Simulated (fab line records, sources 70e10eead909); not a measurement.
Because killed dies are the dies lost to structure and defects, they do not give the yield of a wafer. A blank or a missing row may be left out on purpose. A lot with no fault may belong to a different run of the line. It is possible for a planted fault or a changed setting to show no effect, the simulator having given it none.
The tool behind it: which one?    flow nand-harc    12 lots with 36 wafers sampled at 6 steps, on a route of 1302 steps

WHAT THE GAUGES READ, wafer by wafer
NHARC_A_ONON_D1_THK_MEAS_30: measures by ellipsometry. Usual: thk-nm at 1000 nm, with a standard deviation of 9.9.
lot   measured      on             thk-nm (nm)     flag
L618  day 9 00:39   film-metro-02  1000 1003 1000  
L617  day 9 00:38   film-metro-01  992 991 991     
L621  day 10 15:32  film-metro-01  996 994 995     
L622  day 10 23:57  film-metro-01  991 993 992     
L623  day 11 06:10  film-metro-01  1008 1009 565   OFF
L624  day 11 16:22  film-metro-02  1003 1003 559   OFF
L633  day 15 03:29  film-metro-01  992 993 993     
L635  day 15 22:41  film-metro-01  1003 1001 1003  
L634  day 15 22:38  film-metro-01  998 998 998     
L636  day 17 00:25  film-metro-01  999 1000 999    
L638  day 17 12:16  film-metro-02  976 976 978     
L639  day 17 21:46  film-metro-02  996 996 999     

NHARC_A_CHANNEL_HOLE_D1_OVL_MEAS_11. Usual: overlay-x-nm 0.0 nm, standard deviation 0.7; overlay-y-nm -0.3 nm, standard deviation 0.86.
lot   measured      on          overlay-x-nm (nm)  overlay-y-nm (nm)  flag
L618  day 9 05:36   overlay-02  0.7 1.1 1.0        -0.7 -0.3 -0.1     
L617  day 9 03:52   overlay-02  0.0 0.1 0.5        0.7 0.9 0.8        
L621  day 10 18:46  overlay-02  -0.7 -1.3 -0.3     -1.0 0.0 -0.7      
L622  day 11 06:19  overlay-02  0.1 0.5 0.4        0.3 0.0 0.9        
L623  day 11 10:22  overlay-01  -0.8 -0.2          -1.1 -1.3          
L624  day 11 20:50  overlay-02  -0.2 -0.3          -0.2 0.3           
L633  day 15 06:44  overlay-02  1.2 0.7 0.8        -0.5 0.2 0.4       
L635  day 16 03:51  overlay-01  0.3 0.1 0.2        -1.8 -2.2 -1.7     
L634  day 16 01:49  overlay-02  -0.7 -0.9 -0.8     -0.5 -1.6 -0.7     
L636  day 17 06:31  overlay-01  0.6 0.3 0.1        0.1 0.1 -0.2       
L638  day 17 17:35  overlay-01  0.0 -0.1 0.0       -0.4 -0.1 0.0      
L639  day 18 01:02  overlay-02  -0.2 -0.5 -1.0     1.3 0.5 0.6        

NHARC_END_SORT_01. Usual: killed-at-array 52, standard deviation 20; killed-at-other 1.0, standard deviation 1.3; killed-at-periphery 3.7, standard deviation 2.2; killed-dies 57, standard deviation 20; killed-open 3.2, standard deviation 1.6; killed-short 2.4, standard deviation 1.6.
lot   measured      on         killed-at-array  killed-at-other  killed-at-periphery  killed-dies  killed-open  killed-short  flag
L623  day 27 08:38  prober-02  23 20 675        4 0 1            3 5 1                30 25 677    3 5 5        0 4 1         OFF
L624  day 27 17:13  prober-01  61 54 673        1 0 1            4 3 3                66 57 677    5 1 4        5 3 1         OFF

WHAT TOOL EACH LOT RAN ON (gives the tool, then ch and the chambers of the sampled wafers, and finally the start)
lot   NHARC_A_ONON_D1_DEP_28            NHARC_A_ONON_D1_DEP_33           NHARC_A_CHANNEL_HOLE_D1_DESCUM_15
L618  pecvd-onon-03 ch 0, day 9 00:12   pecvd-02 ch 0,1, day 9 00:43     rie-diel-10 ch 0,2,3, day 9 05:42
L617  pecvd-onon-04 ch 0, day 9 00:14   pecvd-01 ch 0,2, day 9 00:44     rie-diel-10 ch 1,2, day 9 03:58
L621  pecvd-onon-04 ch 0, day 10 15:01  pecvd-03 ch 0,1, day 10 15:35    rie-diel-12 ch 1,3, day 10 18:52
L622  pecvd-onon-04 ch 0, day 10 23:26  pecvd-03 ch 0,2, day 11 00:01    rie-diel-07 ch 0,1,2, day 11 06:27
L623  pecvd-onon-04 ch 0, day 11 05:38  pecvd-01 ch 0,2, day 11 06:13    rie-diel-12 ch 0,1, day 11 10:48
L624  pecvd-onon-04 ch 0, day 11 15:55  pecvd-03 ch 0,1,2, day 11 16:31  rie-diel-10 ch 0,3, day 11 20:57
L633  pecvd-onon-03 ch 0, day 15 03:02  pecvd-02 ch 0,2, day 15 03:33    rie-diel-10 ch 1,3, day 15 06:50
L635  pecvd-onon-04 ch 0, day 15 22:10  pecvd-01 ch 0,1,2, day 15 22:44  rie-diel-10 ch 0,1,2, day 16 03:57
L634  pecvd-onon-03 ch 0, day 15 22:15  pecvd-03 ch 0,1,2, day 15 22:44  rie-diel-10 ch 2,3, day 16 01:55
L636  pecvd-onon-01 ch 0, day 16 23:58  pecvd-01 ch 0,1, day 17 00:29    rie-diel-10 ch 2,3, day 17 06:38
L638  pecvd-onon-01 ch 0, day 17 11:48  pecvd-02 ch 0,1, day 17 12:22    rie-diel-10 ch 0,1,2, day 17 17:40
L639  pecvd-onon-04 ch 0, day 17 21:22  pecvd-02 ch 0,1, day 17 21:55    rie-diel-10 ch 2,3, day 18 01:08
- NHARC_A_ONON_D1_DEP_28: target thk 1000 nm.
- NHARC_A_ONON_D1_DEP_33: deposits SiO2, target thk 200 nm.
- NHARC_A_CHANNEL_HOLE_D1_DESCUM_15: chemistry O2, time 3 s.

WHAT THE TOOLS THEMSELVES READ (means of the sampled wafers that have a number; where no wafer has one, the mark that the record gives instead)
NHARC_A_ONON_D1_DEP_33. Usual: heater-power-w 508 W, standard deviation 83; mfc-precursor-sccm 161.4 sccm, standard deviation 0.5; throttle-valve-pct 15.9 %, standard deviation 0.48.
lot   tool      heater-power-w (W)  mfc-precursor-sccm (sccm)  throttle-valve-pct (%)  flag
L618  pecvd-02  524                 161.2                      16.4                    
L617  pecvd-01  538                 161.8                      15.5                    
L621  pecvd-03  501                 161.0                      15.9                    
L622  pecvd-03  475                 161.5                      16.1                    
L623  pecvd-01  599                 161.0                      15.9                    
L624  pecvd-03  530                 160.9                      15.8                    
L633  pecvd-02  502                 160.6                      15.9                    
L635  pecvd-01  540                 161.4                      15.7                    
L634  pecvd-03  504                 161.4                      16.0                    
L636  pecvd-01  575                 161.5                      16.2                    
L638  pecvd-02  592                 161.6                      16.1                    
L639  pecvd-02  544                 161.2                      16.0                    

NHARC_A_CHANNEL_HOLE_D1_DESCUM_15. Usual: drypump-motor-current-A 5.5 A, standard deviation 0.33; o2-flow-sccm 200.0 sccm, standard deviation 0.61; oes-product-au 1.001 a.u., standard deviation 0.009; rf-vpp-V 57.8 V, standard deviation 0.88; showerhead-plenum-p-Torr 1.89 Torr, standard deviation 0.091; throttle-valve-pct 11.311 %, standard deviation 0.009.
lot   tool         drypump-motor-current-A (A)  o2-flow-sccm (sccm)  oes-product-au (a.u.)  rf-vpp-V (V)  showerhead-plenum-p-Torr (Torr)  throttle-valve-pct (%)  flag
L618  rie-diel-10  5.4                          199.5                1.001                  58.0          1.96                             11.312                  
L617  rie-diel-10  5.2                          199.9                0.989                  58.4          1.92                             11.319                  
L621  rie-diel-12  5.3                          199.6                1.001                  57.1          1.88                             11.322                  
L622  rie-diel-07  5.5                          200.2                1.006                  57.8          1.83                             11.316                  
L623  rie-diel-12  5.8                          199.6                1.011                  58.0          1.86                             11.313                  
L624  rie-diel-10  5.5                          199.4                1.005                  59.0          1.94                             11.316                  
L633  rie-diel-10  5.5                          199.2                1.015                  56.4          1.82                             11.309                  
L635  rie-diel-10  5.3                          200.2                1.000                  58.4          1.94                             11.305                  
L634  rie-diel-10  5.3                          200.2                1.011                  57.8          1.93                             11.312                  
L636  rie-diel-10  5.3                          200.1                1.002                  58.6          1.93                             11.315                  
L638  rie-diel-10  5.3                          200.3                0.999                  57.9          1.94                             11.303                  
L639  rie-diel-10  5.4                          199.9                1.006                  58.1          1.88                             11.317                  

THE ANSWER, worked out from the rows above alone
Rule: a lot counts as off when the mean over its wafers that have a number is more than 3 standard deviations away from the usual mean. A lot without any number at a reading at which 4 lots or more have one is off too. Any other lot the step has rows for is counted as sound. After the gauges, taken in route order, come the tools' own readings; for these a lot's mean is taken, as printed above. The first step at which some lot is off is used, and at that step the reading that is off furthest; a lot without a number counts as furthest.
Off at NHARC_A_ONON_D1_THK_MEAS_30 (thk-nm): L623, L624.
If a tool, at a process step before that reading, ran all the lots that are off and no sound lot after the first of them, it fits. The gauges at NHARC_A_ONON_D1_THK_MEAS_30 aren't tried: what is off there is off at NHARC_END_SORT_01 too, on other tools, and a gauge's error can't cause that. Of those tried, none fits.

WHAT HAD BEEN PUT IN BY THE SIMULATOR
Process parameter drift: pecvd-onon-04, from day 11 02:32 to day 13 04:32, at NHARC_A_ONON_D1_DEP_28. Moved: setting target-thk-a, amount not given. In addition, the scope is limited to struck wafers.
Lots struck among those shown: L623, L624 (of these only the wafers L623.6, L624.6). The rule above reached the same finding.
